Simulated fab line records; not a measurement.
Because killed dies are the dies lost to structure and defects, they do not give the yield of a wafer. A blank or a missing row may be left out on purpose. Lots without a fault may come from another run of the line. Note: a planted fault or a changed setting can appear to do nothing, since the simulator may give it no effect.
Matching of chambers | flow n5 finfet | pecvd-04 running N5_PMOS_HMC_CHANNEL_EPI_HM_DEP_34: 3 sister chambers
The step deposits SiO2 from TEOS/O2, target thk 36 nm, time 6.9 s. 6 wafers are shown with their chamber, then 11 later ones without.

## WAFERS, EACH WITH ITS CHAMBER
wafer  | chamber | showerhead plenum p Torr (Torr) | heater power w (W)
L091.2 | 1       | 8.29                            | 485
L091.4 | 0       | 8.28                            | 485
L092.1 | 0       | 8.26                            | 468
L092.2 | 2       | 8.33                            | 522
L092.3 | 1       | 8.31                            | 471
L094.2 | 2       | 8.35                            | 490

## WAFERS WHOSE CHAMBER IS MISSING
wafer  | showerhead plenum p Torr (Torr) | heater power w (W)
L094.3 | 8.32                            | 480
L094.4 | 8.28                            | 480
L095.3 | 8.24                            | 624
L095.4 | 8.24                            | 617
L095.5 | 8.30                            | 470
L096.2 | 8.25                            | 559
L096.3 | 8.30                            | 502
L096.5 | 8.24                            | 561
L097.2 | 8.25                            | 608
L097.4 | 8.35                            | 558
L097.6 | 8.26                            | 596

## THE CHAMBER EACH PASSED THROUGH
wafer  | from the rows above          | in truth
L094.3 | can't be placed: 1 or 2      | 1
L094.4 | can't be placed: 0 or 1      | 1
L095.3 | can't be placed: 0 or 1 or 2 | 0
L095.4 | can't be placed: 0 or 1 or 2 | 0
L095.5 | can't be placed: 1 or 0      | 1
L096.2 | can't be placed: 0 or 1 or 2 | 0
L096.3 | can't be placed: 1 or 0 or 2 | 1
L096.5 | can't be placed: 0 or 1      | 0
L097.2 | can't be placed: 0 or 1 or 2 | 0
L097.4 | 2                            | 2
L097.6 | can't be placed: 0 or 1 or 2 | 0
Correct placement for 1 of the 11. From these rows, 10 cannot be placed; in 10 the true chamber is one of the candidates. Number placed wrongly: 0.
How it was worked out, from the rows above alone: a wafer's distance from a chamber is the root of the sum, over the readings, of the square of ((its reading less the chamber's mean) divided by the reading's scatter). The wafer belongs to the nearest chamber; if the next one is less than 2 further off, it can't be placed. A chamber's mean is the mean of its shown wafers. The scatter: take each reading less its chamber's mean, square it, sum over the shown wafers, divide by the number of wafers less the number of chambers, and take the root.
